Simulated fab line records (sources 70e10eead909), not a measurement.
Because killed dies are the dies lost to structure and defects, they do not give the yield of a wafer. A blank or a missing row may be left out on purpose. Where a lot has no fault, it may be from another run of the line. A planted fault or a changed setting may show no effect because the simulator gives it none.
A single fault, viewed from 3 desks / flow nand-harc / every desk sees just its own numbers, and what lay behind them comes last

== FROM THE METROLOGY DESK ==
Lot by lot, what the gauges showed, no matter which tool ran the lot: averages of those sampled wafers that carry a number. The brackets show how far a lot's mean lies from the usual mean; more than 4 standard deviations puts the lot out of limits, marked OUT.
Columns: A = cd-nm at NHARC_A_CHANNEL_HOLE_D1_CD_MEAS_30, usual 89.9 nm
lot=L744; first seen here=day 9 10:52; A=89.3
lot=L745; first seen here=day 9 18:32; A=88.8
lot=L755; first seen here=day 13 14:51; A=88.3
lot=L756; first seen here=day 14 13:18; A=89.1
lot=L758; first seen here=day 15 01:25; A=89.7
lot=L759; first seen here=day 15 21:17; A=89.2
lot=L760; first seen here=day 15 21:33; A=91.7
lot=L761; first seen here=day 16 11:42; A=91.0
lot=L762; first seen here=day 17 04:46; A=91.2
lot=L763; first seen here=day 17 08:56; A=90.7
lot=L764; first seen here=day 17 20:33; A=90.8
lot=L765; first seen here=day 18 08:02; A=89.2
lot=L766; first seen here=day 18 15:16; A=88.8
This desk's verdict: no lot among the 13 shows anything out of limits.

== FOR THE TOOL OWNER'S DESK: lpcvd-poly-03 ==
The tool's own readings at NHARC_A_DECK1_JOINT_CVD_12 (deposits poly-Si, target thk 90 nm, time 1800 s): means of the sampled wafers that have a number, for each lot that ran on this tool. The brackets show how far a lot's mean lies from the usual mean; more than 4 standard deviations puts the lot out of limits, marked OUT.
Columns: A = spike-tc-bottom-C at NHARC_A_DECK1_JOINT_CVD_12, usual 639.6 C; B = spike-tc-centre-C at NHARC_A_DECK1_JOINT_CVD_12, usual 620.5 C; C = spike-tc-lower-C at NHARC_A_DECK1_JOINT_CVD_12, usual 620.8 C; D = spike-tc-top-C at NHARC_A_DECK1_JOINT_CVD_12, usual 640.6 C; E = spike-tc-upper-C at NHARC_A_DECK1_JOINT_CVD_12, usual 619.5 C; F = tube-center-temp-C at NHARC_A_DECK1_JOINT_CVD_12, usual 620 C; G = zone-power-upper-pct at NHARC_A_DECK1_JOINT_CVD_12, usual 8.1 %
lot=L744; first seen here=day 11 21:16; A=651.5 (+5.9) OUT; B=635.0 (+12) OUT; C=633.7 (+9.9) OUT; D=655.4 (+11) OUT; E=633.7 (+9.5) OUT; F=634 (+99 or more) OUT; G=8.0
lot=L759; first seen here=day 18 05:25; A=639.9; B=620.1; C=620.8; D=640.8; E=620.6; F=620; G=7.7
lot=L760; first seen here=day 18 05:25; A=638.6; B=621.5; C=620.2; D=641.9; E=622.0; F=620; G=7.6
lot=L761; first seen here=day 18 21:48; A=639.0; B=620.4; C=619.4; D=641.3; E=622.2; F=620; G=7.7
This desk's finding: out of limits on L744; first on L744, day 11 21:16 (spike-tc-bottom-C at NHARC_A_DECK1_JOINT_CVD_12). L759, L760, L761 stayed within limits.

== THE DEFECT DESK ==
For each lot, the counts of the inspections along the route, averaged over the sampled wafers that have a number. The brackets show how far a lot's mean lies from the usual mean; more than 4 standard deviations puts the lot out of limits, marked OUT.
Columns: A = raw-defect-count at NHARC_A_CHANNEL_HOLE_D1_INSPECT_40, usual 70
lot=L744; first seen here=day 9 11:03; A=58
lot=L745; first seen here=day 9 18:43; A=111
lot=L755; first seen here=day 13 15:02; A=60
lot=L756; first seen here=day 14 13:29; A=83
lot=L758; first seen here=day 15 01:36; A=74
lot=L759; first seen here=day 15 21:28; A=93
lot=L760; first seen here=day 15 21:44; A=58
lot=L761; first seen here=day 16 11:53; A=57
lot=L762; first seen here=day 17 04:57; A=55
lot=L763; first seen here=day 17 09:07; A=81
lot=L764; first seen here=day 17 20:44; A=45
lot=L765; first seen here=day 18 08:13; A=71
lot=L766; first seen here=day 18 15:28; A=61
This desk's verdict: no lot among the 13 shows anything out of limits.

== PUT TOGETHER ==
The tool owner's desk could have raised an alarm at day 11 21:16, on L744.
At the metrology desk, nothing out of limits was observed.
Nothing the defect desk looked at was out of limits.
The metrology desk has L744 on record, within its limits.
The defect desk has L744 on record, within its limits.
Every lot named ran NHARC_A_DECK1_JOINT_CVD_12 on lpcvd-poly-03.

== WHAT THE SIMULATOR HAD PUT IN ==
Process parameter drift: lpcvd-poly-03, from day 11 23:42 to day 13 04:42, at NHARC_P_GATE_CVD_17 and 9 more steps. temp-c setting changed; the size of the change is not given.
Lots struck among those shown: L744.
